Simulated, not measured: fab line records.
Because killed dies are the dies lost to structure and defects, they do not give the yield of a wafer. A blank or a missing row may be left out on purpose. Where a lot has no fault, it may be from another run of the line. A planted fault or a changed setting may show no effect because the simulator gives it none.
Struck lot and sound lot, side by side | flow n5 finfet | 35 out of 1938 route steps
Sound: wafers L144.3, L144.4, L144.6. Struck: wafers L152.2, L152.5, L152.6. Last of all comes the cause.
Order at every step that has rows: each side's tool, ch and its chambers, its first start. Under that, the readings that differ: sound wafers | struck wafers | difference of the means | sigmas: that difference in standard deviations of wafers without a fault.
alike: same words and numbers on both sides, and readings whose means sit less than 2 such deviations apart. not compared: any withheld reading, any reading some wafer has no value for, any bound like >300 that may hide the same value, and any number with overlapping values for which the record gives no deviation.
A row with sigmas, a row that says differs or no value, or rows on one side alone: a step with any of these is where the two part. When numbers do not overlap yet have no deviation, they are printed without sigmas and do not part them. Lack of a reading on every wafer of one side parts them only where that side has two or more wafers.

first, 10 steps without rows for these wafers: N5_BEOL_M8_DESCUM_33 (chemistry O2, time 7 s); N5_BEOL_M8_ETCH_72 (etches underlayer in N2/H2, target depth 6.5 nm, time 5.2 s); N5_BEOL_M8_ETCH_65 (etches SiARC in CF4, target depth 15.6 nm, time 26 s); N5_BEOL_M8_ETCH_66 (etches SOC in N2/H2, target depth 80 nm, overetch 16 nm, time 120 s); N5_BEOL_M8_STRIP_69 (strips in N2/H2); N5_BEOL_M8_STRIP_73 (strips in N2/H2); N5_BEOL_M8_VIA_ETCH_34 (etches SiCOH lowk in C4F6/O2, target depth 125.5 nm, time 50.5 s); N5_BEOL_M8_STRIP_76 (strips in C4F6/O2); N5_BEOL_M8_STRIP_36 (strips in N2/H2); N5_BEOL_M8_TRENCH_ETCH_37 (etches SiCOH lowk in C4F6/O2, target depth 93.478 nm, time 31.2 s).
N5_BEOL_M8_ETCH_41: etches SiCN in CH3F/O2, target depth 31.9 nm, time 57.8 s.
  sound on rie diel-03 ch 1,2, day 10 08:39; struck on rie diel-03 ch 1,3, day 12 00:14
  alike: drypump motor current A, oes product au, rf vpp V, showerhead plenum p Torr, throttle valve pct
  not compared: rf hours counter h
then, 23 steps without rows for these wafers: N5_BEOL_M8_STRIP_80 (strips in N2/H2, time 10 s); N5_BEOL_M8_HM_STRIP_39 (strips TiN in peroxide tin strip, target depth 25 nm, time 158 s); N5_BEOL_M8_SRD_40 (time 30 s); N5_BEOL_M8_PRECLEAN_42 (cleans in residue remover, time 60 s); N5_BEOL_M8_SRD_43 (time 30 s); N5_BEOL_M8_CURE_75 (cures SiCOH lowk, time 120 s); N5_BEOL_M8_DEGAS_44 (time 60 s); N5_BEOL_M8_PRE_CLEAN_45 (time 30 s); N5_BEOL_M8_ALD_77 (deposits TaN, target thk 2 nm, pulse time 2 s, purge time 3 s); N5_BEOL_M8_SURFACE_TREAT_79; N5_BEOL_M8_CVD_78 (deposits Co from CCTBA/H2, target thk 2 nm, time 142.3 s); N5_BEOL_M8_SPUTTER_48 (material Cu, target thk 10 nm, time 1.667 s); N5_BEOL_M8_ECD_50 (material Cu, target thk 300 nm); N5_BEOL_M8_ANNEAL_51 (time 90 s); N5_BEOL_M8_CMP_52 (polishes, stops on SiCOH lowk, t overpolish 6.9 s, target thk 80 nm); N5_BEOL_M8_PRE_CLEAN_55 (time 15 s); N5_BEOL_M8_DEP_56 (deposits SiCN from 3MS/NH3, target thk 10 nm, time 17.5 s); N5_BEOL_M9_ILD_DEP_00 (deposits SiCOH lowk from DEMS/porogen, target thk 308.51 nm, time 58 s); N5_BEOL_M9_CURE_71 (cures SiCOH lowk, time 240 s); N5_BEOL_M9_PECVD_70 (deposits SiO2 from TEOS/O2, target thk 20 nm, time 22.7 s); N5_BEOL_M9_HM_DEP_02 (deposits TiN, target thk 20 nm); N5_BEOL_M9_COAT_59 (time 60 s, resist thk 100 nm); N5_BEOL_M9_COAT_60 (time 60 s, resist thk 30 nm).
-- a jump in the record: the struck wafers' starts before and after are 3 days apart (it breaks off in module BEOL_M9 and resumes in module PASSIVATION, where the first step shown is number 1936 of the route) --
N5_PASSIVATION_PROBE_49:
  the record has rows for the struck wafers here (prober-01, day 15 01:06) and none for the sound ones

WHERE THEY PART
At N5_PASSIVATION_PROBE_49 and nowhere else, as far as this record goes.

WHY: the cause the simulator had injected
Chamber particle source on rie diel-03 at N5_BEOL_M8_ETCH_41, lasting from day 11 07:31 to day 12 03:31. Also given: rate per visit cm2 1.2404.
